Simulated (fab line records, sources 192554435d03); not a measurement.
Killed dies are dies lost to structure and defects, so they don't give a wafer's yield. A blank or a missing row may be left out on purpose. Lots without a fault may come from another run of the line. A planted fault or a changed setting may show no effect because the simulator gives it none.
fab line records | flow n5_finfet | part 2 of 2: steps 22 to 31 of 31
record lots=5 wafers=15 last_day=18
route steps=1938 shown BEOL_M11@1557
lots that met no fault: from a run of the same line without faults
start_h: hours from the record's first day to the start of the lot's first wafer shown | wait_h: hours since the lot's step before | " the same as in the row above | L1.1+2: a row that stands for several wafers | - no value, or no start given | * or withheld: withheld | < > ~ a bound
route shown NAME@n: a module of which the file shows steps, and the number in the route of the first | usual: mean/standard deviation of fault-free wafers | same: alike in all rows | chamber/n: place in a boat | sites: the reading at each site | _std_site: their standard deviation | _edge_site: outer sites' mean less inner sites' | radius_mm: how far each site lies from the wafer's centre | mask NAME#n: copy n | behind: the tool/chamber that last shaped the wafer | hold: why the lot was held/for how many hours/how that ended | device: the transistor (n, p or np) that didn't switch | end of line: the same wafers' tests at the end of the route | a step without rows: its recipe alone | killed: dies lost to structure and defects at the first sort, not the wafer's yield | map: a wafer's dies, x killed, . not, _ none there
set.NAME: the setting as run; set.NAME@STEP: as run at that earlier step | model.NAME: the simulator's own value behind a step, which no gauge read
lots at some steps of the route; a table a step, a row a wafer
services: from which hour (start_h, from the record's first day; less than 0 if before it) a tool's chamber was out of use, for how many hours, and why
## steps
# step N5_BEOL_M11_TRENCH_ETCH_37
# recipe chemistry=C4F6/O2 target_depth_a=1488.3 target=SiCOH_lowk time_s=48 ion_energy_ev=250 pressure_mtorr=30 source_w=345 bias_w=185 Ar_flow_sccm=300 C4F6_flow_sccm=10 O2_flow_sccm=10
# usual drypump_motor_current_A=5.6/0.4 oes_product_au=0.78/0.093 rf_vpp_V=665/18 showerhead_plenum_p_Torr=2.86/0.085 throttle_valve_pct=21.01/0.23
# columns lot.wafer tool chamber start_h wait_h drypump_motor_current_A oes_product_au rf_hours_counter_h rf_vpp_V showerhead_plenum_p_Torr throttle_valve_pct
L075.1 rie_diel-03 1 - - 5.0 0.89 35 665 2.79 21.05
L075.2 " 3 " " 6.0 0.76 166 636 2.84 21.08
L075.5 " 1 " " 5.0 0.89 - 663 2.79 21.05
L077.1 rie_diel-04 2 - - 5.6 0.82 104 666 3.03 21.12
L077.2 " 1 " " 5.8 0.67 230 664 2.84 21.50
L077.3 " 3 " " 5.2 0.69 223 656 2.97 21.27
L090.1 rie_diel-04 3 - - 5.2 0.67 246 658 2.95 21.30
L090.4 " 2 " " 5.6 0.79 - 665 3.01 21.15
L090.5 " 1 " " 5.8 0.65 - 665 2.83 21.54
L092.2 rie_diel-04 2 - - 5.6 0.78 139 666 3.01 21.16
L092.3 " 1 " " 5.8 1.01 0 665 2.83 21.12
L092.6 " 0 " " 6.1 0.92 - 643 2.90 20.82
L095.2 rie_diel-02 1 - - 6.5 0.96 6 666 2.81 20.73
L095.4 " 0 " " 5.5 0.75 168 697 2.72 20.88
L095.6 " 3 " " 5.0 0.88 - 633 2.81 21.00
# step N5_BEOL_M11_ETCH_41
# recipe chemistry=CH3F/O2 target=SiCN target_depth_a=426 taper_deg=2 time_s=86 ion_energy_ev=120 mask_material=TiN pressure_mtorr=30 source_w=395 bias_w=75 Ar_flow_sccm=150 CH3F_flow_sccm=30 O2_flow_sccm=20
# usual drypump_motor_current_A=5.6/0.41 oes_product_au=0.78/0.092 rf_vpp_V=297.2/1.4 showerhead_plenum_p_Torr=2.01/0.061 throttle_valve_pct=16.37/0.23
# columns lot.wafer tool chamber start_h wait_h drypump_motor_current_A oes_product_au rf_hours_counter_h rf_vpp_V showerhead_plenum_p_Torr throttle_valve_pct
L075.1 rie_diel-03 1 - - 4.9 0.90 35 296.0 1.96 16.34
L075.2 " 3 " " 6.0 0.76 167 296.2 2.00 16.49
L075.5 " 1 " " 4.9 0.89 - 296.6 1.96 16.34
L077.1 rie_diel-04 2 - - 5.6 0.80 104 299.6 2.12 16.38
L077.2 " 1 " " 5.8 0.67 231 295.8 1.99 16.85
L077.3 " 3 " " 5.2 0.68 223 298.6 2.09 16.62
L090.1 rie_diel-04 3 - - 5.2 0.67 246 297.6 2.08 16.67
L090.4 " 2 " " 5.6 0.78 - 299.3 2.12 16.42
L090.5 " 1 " " 5.8 0.65 - 297.2 1.99 16.89
L092.2 rie_diel-04 2 - - 5.6 0.78 139 299.1 2.11 16.44
L092.3 " 1 " " 5.8 1.01 0 297.0 1.99 16.37
L092.6 " 0 " " 6.0 0.93 - 298.7 2.04 16.17
L095.2 rie_diel-02 1 - - 6.5 0.97 6 296.6 1.97 16.02
L095.4 " 0 " " 5.5 0.75 168 296.1 1.91 16.28
L095.6 " 3 " " 5.1 0.88 - 297.0 1.97 16.31
# step N5_BEOL_M11_STRIP_77
# recipe chemistry=N2/H2 time_s=10 power_w=450 temp_c=40 pressure_mtorr=20 rf_frequency_hz=6e+07 bias_power_w=7 n2_flow_sccm=200 h2_flow_sccm=200
# usual drypump_motor_current_A=5.6/0.4 n2_flow_sccm=199.9/0.57 oes_product_au=0.78/0.095 rf_vpp_V=59.1/0.89 showerhead_plenum_p_Torr=2.54/0.07 throttle_valve_pct=23.7/0.45
# columns lot.wafer tool chamber start_h wait_h drypump_motor_current_A n2_flow_sccm oes_product_au rf_hours_counter_h rf_vpp_V showerhead_plenum_p_Torr throttle_valve_pct
L075.1 rie_diel-03 1 - - 4.9 200.2 0.89 35 58.0 2.49 23.8
L075.2 " 3 " " 6.0 199.9 0.77 167 59.0 2.53 23.9
L075.5 " 1 " " 4.9 200.5 0.89 - 59.7 2.49 23.8
L077.1 rie_diel-04 2 - - 5.6 199.2 0.80 104 59.7 2.67 23.5
L077.2 " 1 " " 5.8 199.0 0.67 231 60.5 2.53 24.6
L077.3 " 3 " " 5.2 199.9 0.68 223 59.5 2.63 24.0
L090.1 rie_diel-04 3 - - 5.2 199.9 0.67 246 58.9 2.62 24.1
L090.4 " 2 " " 5.6 199.2 0.78 - 59.4 2.66 23.5
L090.5 " 1 " " 5.8 199.9 0.66 - 58.9 2.52 24.6
L092.2 rie_diel-04 2 - - 5.6 199.7 0.76 139 60.6 2.65 23.6
L092.3 " 1 " " 5.8 199.8 1.03 0 59.7 2.52 24.1
L092.6 " 0 " " 6.0 200.6 0.95 - 60.3 2.62 23.9
L095.2 rie_diel-02 1 - - 6.6 199.9 0.95 6 59.4 2.48 23.6
L095.4 " 0 " " 5.5 199.6 0.75 168 60.0 2.44 24.2
L095.6 " 3 " " 5.1 200.1 0.89 - 58.8 2.49 23.3
# step N5_BEOL_M11_OCD_MEAS_38
# usual trench_depth_nm=148/3.2
# columns lot.wafer tool chamber start_h wait_h trench_depth_nm
L075.1 ocd-02 - 256.21 - 150
L075.2 " - " " 147
L075.5 " - " " 150
L077.1 ocd-01 - 265.09 - 153
L077.2 " - " " 144
L077.3 " - " " 150
L090.1 ocd-01 - 327.89 - 149
L090.4 " - " " 151
L090.5 " - " " 145
L092.2 ocd-01 - 354.33 - 152
L092.3 " - " " 150
L092.6 " - " " 145
L095.2 ocd-01 - 402.19 - 156
L095.4 " - " " 149
L095.6 " - " " 153
# step N5_BEOL_M11_HM_STRIP_39
# recipe chemistry=peroxide_tin_strip material=TiN target_depth_a=250 temp_c=50 time_s=158
# columns lot.wafer tool chamber start_h wait_h
L075.1+2+5 wet_bench-06 1,4,5 256.24 0.0
L077.1+2+3 wet_bench-06 6,5,4 265.13 0.0
L090.1+4+5 wet_bench-06 3,1,4 327.92 0.0
L092.2+3+6 wet_bench-04 1,4,0 354.36 0.0
L095.2+4+6 wet_bench-04 6,3,2 402.22 0.0
# step N5_BEOL_M11_SRD_40
# recipe time_s=30 temp_c=23 rinse_liquid=diw dry=ipa_marangoni
# columns lot.wafer tool chamber start_h wait_h
L075.1+2+5 wet_bench-06 1,4,5 256.29 0.0
L077.1+2+3 wet_bench-06 6,5,4 265.17 0.0
L090.1+4+5 wet_bench-06 3,1,4 327.97 0.0
L092.2+3+6 wet_bench-04 1,4,0 354.41 0.0
L095.2+4+6 wet_bench-04 6,3,2 402.27 0.0
# step N5_BEOL_M11_PRECLEAN_42
# recipe chemistry=residue_remover time_s=60 temp_c=40
# columns lot.wafer tool chamber start_h wait_h
L075.1+2+5 wet_bench-06 1,4,5 256.31 0.0
L077.1+2+3 wet_bench-06 6,5,4 265.19 0.0
L090.1+4+5 wet_bench-06 3,1,4 327.98 0.0
L092.2+3+6 wet_bench-04 1,4,0 354.43 0.0
L095.2+4+6 wet_bench-04 6,3,2 402.28 0.0
# step N5_BEOL_M11_SRD_43
# recipe time_s=30 temp_c=23 rinse_liquid=diw dry=ipa_marangoni
# columns lot.wafer tool chamber start_h wait_h
L075.1+2+5 wet_bench-06 1,4,5 256.32 0.0
L077.1+2+3 wet_bench-06 6,5,4 265.21 0.0
L090.1+4+5 wet_bench-06 3,1,4 328.00 0.0
L092.2+3+6 wet_bench-04 1,4,0 354.45 0.0
L095.2+4+6 wet_bench-04 6,3,2 402.30 0.0
# step N5_BEOL_M11_CD_MEAS_35
# recipe target_cd_nm=70 polarity=opening
# usual cd_nm=69.7/1
# columns lot.wafer tool chamber start_h wait_h cd_nm
L075.1 cd_sem-01 - 256.36 0.0 69.2
L075.2 " - " " 70.4
L075.5 " - " " 70.4
L077.1 cd_sem-01 - 265.25 0.0 71.5
L077.2 " - " " 70.7
L077.3 " - " " 70.5
L090.1 cd_sem-03 - 328.04 0.0 70.8
L090.4 " - " " 70.1
L090.5 " - " " 69.8
L092.2 cd_sem-01 - 354.49 0.0 67.9
L092.3 " - " " 67.9
L092.6 " - " " 70.1
L095.2 cd_sem-02 - 402.34 0.0 71.2
L095.4 " - " " 70.3
L095.6 " - " " 69.8
# step N5_BEOL_M11_CURE_72
# recipe temp_c=370 time_s=120 ambient=DMADMS/He material=SiCOH_lowk
# usual lamp_power_pct=52.31/0.052 wafer_temp_C_max=371.7/0.85
# columns lot.wafer tool chamber start_h wait_h lamp_power_pct wafer_temp_C_max
L075.1 uv_cure-03 0 256.40 0.0 52.30 373.1
L075.2 " 0 " " 52.31 372.3
L075.5 " 0 " " 52.31 373.3
L077.1 uv_cure-03 1 265.29 0.0 52.38 370.6
L077.2 " 1 " " 52.28 370.6
L077.3 " 1 " " 52.42 370.7
L090.1 uv_cure-01 0 328.08 0.0 52.27 371.5
L090.4 " 0 " " 52.30 371.3
L090.5 " 0 " " 52.30 370.9
L092.2 uv_cure-01 0 354.58 0.1 52.25 371.8
L092.3 " 0 " " 52.28 371.4
L092.6 " 0 " " 52.35 371.5
L095.2 uv_cure-02 2 402.43 0.1 52.33 372.0
L095.4 " 2 " " 52.33 371.7
L095.6 " 2 " " 52.30 371.7
## services
# columns tool chamber start_h hours kind
uv_cure-01 - 237.66 0.7 repair
rie_metal-03 1 237.99 2.5 repair
arfi_scanner-02 - 248.90 0.8 pm
rie_metal-03 0 259.33 20.7 repair
arfi_scanner-02 - 260.47 2.5 repair
arfi_scanner-01 - 261.07 1.0 pm
arfi_scanner-01 - 292.60 3.1 pm
arfi_scanner-02 - 302.17 1.0 pm
arfi_scanner-01 - 314.49 0.8 pm
arfi_scanner-01 - 323.08 1.1 repair
rie_diel-02 1 325.70 5.8 repair
arfi_scanner-02 - 328.73 1.8 repair
uv_cure-03 - 329.53 0.7 repair
arfi_scanner-02 - 330.57 1.3 pm
rie_diel-02 - 336.72 1.5 repair
rie_diel-02 0 338.68 16.4 repair
rie_metal-03 0 340.53 12.6 repair
rie_diel-02 1 345.34 5.4 repair
rie_diel-03 1 345.36 16.0 repair
arfi_scanner-01 - 346.50 1.3 pm
uv_cure-03 - 350.43 2.8 pm
rie_diel-03 0 377.86 4.7 repair
rie_metal-01 - 382.72 0.7 repair
arfi_scanner-02 - 400.45 2.9 repair
